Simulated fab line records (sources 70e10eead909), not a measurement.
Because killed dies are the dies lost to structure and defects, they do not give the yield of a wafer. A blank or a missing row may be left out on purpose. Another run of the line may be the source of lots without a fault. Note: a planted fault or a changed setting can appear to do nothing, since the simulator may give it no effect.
Which of the tools did it? + flow nand harc + Sampling: 13 lots, 38 wafers, 5 of 1159 route steps

== WHAT THE GAUGES SHOWED, per wafer ==
NHARC_END_SORT_01.
| lot  | measured     | on        | killed at array | killed at other | killed at periphery | killed dies | killed open | killed short |
|------|--------------|-----------|-----------------|-----------------|---------------------|-------------|-------------|--------------|
| L891 | day 21 15:29 | prober-02 | 27 23 34        | 1 0 0           | 4 6 1               | 32 29 35    | 4 4 2       | 4 4 1        |
| L892 | day 22 07:00 | prober-01 | 24 15 24        | 0 0 0           | 2 6 2               | 26 21 26    | 2 2 4       | 3 1 1        |

== WHICH TOOL RAN EACH LOT (tool, then ch and the chambers of the sampled wafers, then the start) ==
| lot  | NHARC_A_CHANNEL_HOLE_D1_ETCH_44    | NHARC_A_CHANNEL_HOLE_D1_XSEM_31 | NHARC_A_CHANNEL_FILL_D1_ALD_14   | NHARC_A_CHANNEL_FILL_D1_ETCHBACK_20 |
|------|------------------------------------|---------------------------------|----------------------------------|-------------------------------------|
| L883 | rie diel-02 ch 0,1, day 8 06:47    | xsem-01 ch 0, day 8 07:40       | ald hk-02 ch 1,3, day 8 15:01    | rie diel-03 ch 1,3, day 9 14:45     |
| L885 | rie diel-10 ch 1,3, day 9 07:40    | xsem-01 ch 0, day 9 08:34       | ald hk-02 ch 1,2,3, day 9 15:53  | rie diel-03 ch 0,2,3, day 10 10:14  |
| L884 | rie diel-06 ch 0,3, day 9 07:48    | xsem-02 ch 0, day 9 08:41       | ald hk-03 ch 0,1,2, day 9 15:55  | rie diel-04 ch 0,3, day 10 10:14    |
| L887 | rie diel-02 ch 0,1,3, day 9 11:57  | xsem-02 ch 0, day 9 12:50       | ald hk-02 ch 0,1,2, day 9 20:00  | rie diel-04 ch 0,1,3, day 10 10:19  |
| L889 | rie diel-02 ch 1,2,3, day 10 00:17 | xsem-02 ch 0, day 10 01:10      | ald hk-03 ch 0,1,3, day 10 07:49 | rie diel-03 ch 1,2, day 11 00:45    |
| L888 | rie diel-10 ch 0,1,3, day 10 04:26 | xsem-01 ch 0, day 10 05:19      | ald hk-04 ch 0,1, day 10 12:35   | rie diel-03 ch 0,3, day 11 06:20    |
| L891 | rie diel-10 ch 1,2,3, day 10 07:08 | xsem-02 ch 0, day 10 08:01      | ald hk-03 ch 2,3, day 10 12:41   | rie diel-04 ch 0,2, day 11 06:21    |
| L892 | rie diel-10 ch 0,1, day 10 20:08   | xsem-01 ch 0, day 10 21:08      | ald hk-04 ch 1,2,3, day 11 05:34 | rie diel-03 ch 0,3, day 11 22:32    |
| L893 | rie diel-10 ch 0,2, day 11 14:07   | xsem-01 ch 0, day 11 15:23      | ald hk-03 ch 2,3, day 11 22:27   | rie diel-03 ch 1,2, day 12 15:44    |
| L895 | rie diel-06 ch 0,3, day 11 14:15   | xsem-02 ch 0, day 11 15:08      | ald hk-04 ch 0,2,3, day 11 22:25 | rie diel-04 ch 0,1, day 12 15:43    |
| L903 | rie diel-02 ch 1,3, day 13 06:18   | xsem-02 ch 0, day 13 07:19      | ald hk-04 ch 0,1,2, day 13 14:40 | rie diel-04 ch 0,1,2, day 14 07:46  |
| L904 | rie diel-10 ch 0,1,2, day 13 21:01 | xsem-01 ch 0, day 13 21:53      | ald hk-04 ch 0,1,2, day 14 05:13 | rie diel-04 ch 0,1,2, day 14 22:09  |
| L906 | rie diel-10 ch 0,1,2, day 14 18:10 | xsem-01 ch 0, day 14 19:02      | ald hk-04 ch 0,1,3, day 15 02:39 | rie diel-12 ch 1,2,3, day 15 17:38  |
- NHARC_A_CHANNEL_HOLE_D1_ETCH_44: etches the open film in CF4/O2, target depth 140 nm, overetch 14 nm, time 77 s.
- NHARC_A_CHANNEL_HOLE_D1_XSEM_31
- NHARC_A_CHANNEL_FILL_D1_ALD_14: deposits SiO2, target thk 2.5 nm, pulse time 10 s, ald cycles 25.
- NHARC_A_CHANNEL_FILL_D1_ETCHBACK_20: etches the open film in C4F8/O2/Ar, target depth 27 nm, time 13.5 s.

== WHAT THE TOOLS THEMSELVES READ (means of the sampled wafers that have a number; where no wafer has one, the mark that the record gives instead) ==
NHARC_A_CHANNEL_HOLE_D1_ETCH_44.
| lot  | tool        | drypump motor current A (A) | oes_f_703_au (a.u.) | oes product au (a.u.) | rf vpp V (V) | showerhead plenum p Torr (Torr) | throttle valve pct (%) |
|------|-------------|-----------------------------|---------------------|-----------------------|--------------|---------------------------------|------------------------|
| L883 | rie diel-02 | 5.87                        | 1.000               | 1.001                 | 197.8        | 1.36                            | 13.405                 |
| L885 | rie diel-10 | 5.61                        | 1.000               | 0.991                 | 197.2        | 1.28                            | 13.400                 |
| L884 | rie diel-06 | 6.09                        | 0.999               | 1.008                 | 197.1        | 1.31                            | 13.392                 |
| L887 | rie diel-02 | 5.91                        | 1.005               | 1.005                 | 197.9        | 1.33                            | 13.392                 |
| L889 | rie diel-02 | 6.00                        | 1.003               | 1.006                 | 197.7        | 1.33                            | 13.400                 |
| L888 | rie diel-10 | 5.78                        | 1.000               | 0.988                 | 197.5        | 1.31                            | 13.401                 |
| L891 | rie diel-10 | 5.77                        | 0.999               | 1.003                 | 197.4        | 1.29                            | 13.408                 |
| L892 | rie diel-10 | 5.52                        | 0.998               | 1.002                 | 198.0        | 1.30                            | 13.394                 |
| L893 | rie diel-10 | 5.84                        | 0.995               | 0.996                 | 198.2        | 1.33                            | 13.397                 |
| L895 | rie diel-06 | 5.99                        | 1.001               | 1.017                 | 196.5        | 1.31                            | 13.396                 |
| L903 | rie diel-02 | 5.95                        | 1.000               | 1.007                 | 196.1        | 1.29                            | 13.394                 |
| L904 | rie diel-10 | 5.66                        | 1.001               | 0.996                 | 197.4        | 1.31                            | 13.400                 |
| L906 | rie diel-10 | 5.69                        | 1.001               | 0.997                 | 198.2        | 1.31                            | 13.404                 |

NHARC_A_CHANNEL_HOLE_D1_XSEM_31.
| lot  | tool    | bot cd nm (nm) | bow nm (nm) | tilt deg (degrees) |
|------|---------|----------------|-------------|--------------------|
| L883 | xsem-01 | 74.9           | 8.33        | 0.08               |
| L885 | xsem-01 | 73.7           | 8.56        | 0.01               |
| L884 | xsem-02 | 74.7           | 8.57        | 0.09               |
| L887 | xsem-02 | 75.3           | 8.42        | 0.05               |
| L889 | xsem-02 | 75.0           | 9.03        | 0.07               |
| L888 | xsem-01 | 75.1           | 8.49        | 0.09               |
| L891 | xsem-02 | 75.3           | 8.50        | 0.08               |
| L892 | xsem-01 | 74.2           | 8.54        | 0.08               |
| L893 | xsem-01 | 74.2           | 9.25        | 0.03               |
| L895 | xsem-02 | 75.7           | 8.94        | 0.06               |
| L903 | xsem-02 | 76.3           | 8.75        | 0.11               |
| L904 | xsem-01 | 74.7           | 8.79        | -0.01              |
| L906 | xsem-01 | 73.0           | 8.51        | 0.16               |

NHARC_A_CHANNEL_FILL_D1_ALD_14.
| lot  | tool      | heater power w (W) | precursor pulse height rel |
|------|-----------|--------------------|----------------------------|
| L883 | ald hk-02 | 482                | 0.995                      |
| L885 | ald hk-02 | 513                | 1.006                      |
| L884 | ald hk-03 | 448                | 0.977                      |
| L887 | ald hk-02 | 446                | 1.008                      |
| L889 | ald hk-03 | 458                | 1.026                      |
| L888 | ald hk-04 | 458                | 1.005                      |
| L891 | ald hk-03 | 428                | 0.995                      |
| L892 | ald hk-04 | 473                | 0.991                      |
| L893 | ald hk-03 | 426                | 1.014                      |
| L895 | ald hk-04 | 492                | 1.000                      |
| L903 | ald hk-04 | 488                | 0.999                      |
| L904 | ald hk-04 | 492                | 1.010                      |
| L906 | ald hk-04 | 468                | 1.020                      |

NHARC_A_CHANNEL_FILL_D1_ETCHBACK_20.
| lot  | tool        | oes product au (a.u.) | rf vpp V (V) |
|------|-------------|-----------------------|--------------|
| L883 | rie diel-03 | 0.93                  | 976          |
| L885 | rie diel-03 | 1.01                  | 984          |
| L884 | rie diel-04 | 0.91                  | 978          |
| L887 | rie diel-04 | 0.99                  | 981          |
| L889 | rie diel-03 | 0.99                  | 980          |
| L888 | rie diel-03 | 1.00                  | 982          |
| L891 | rie diel-04 | 0.93                  | 972          |
| L892 | rie diel-03 | 1.00                  | 982          |
| L893 | rie diel-03 | 0.98                  | 980          |
| L895 | rie diel-04 | 0.92                  | 980          |
| L903 | rie diel-04 | 1.00                  | 977          |
| L904 | rie diel-04 | 1.00                  | 977          |
| L906 | rie diel-12 | 0.92                  | 984          |

== THE ANSWER, worked out from the rows above alone ==
Rule: the usual values come from the lots themselves. Put in order of their means at a reading, lots are off if they are a third of the lots or fewer, leave a main group of 4 or more, and stand apart from it by a gap of 3 or more times the standard deviation of the main group's means; of several such gaps the widest counts. If all means in a main group match to the digits the tables above print for the reading, that group is not used. Also off: a lot with no number at a reading for which 4 or more lots have one. The other lots that the step has rows for count as sound. Order of review: gauges by route order, followed by the tools' own readings, for which a lot's mean as printed above is used. At the first step where some lot is off, the reading lying furthest off is the one used; lots without a number count as furthest.
No lot is off at any reading shown: from this, nothing can be told.

== WHAT THE SIMULATOR HAD INSERTED ==
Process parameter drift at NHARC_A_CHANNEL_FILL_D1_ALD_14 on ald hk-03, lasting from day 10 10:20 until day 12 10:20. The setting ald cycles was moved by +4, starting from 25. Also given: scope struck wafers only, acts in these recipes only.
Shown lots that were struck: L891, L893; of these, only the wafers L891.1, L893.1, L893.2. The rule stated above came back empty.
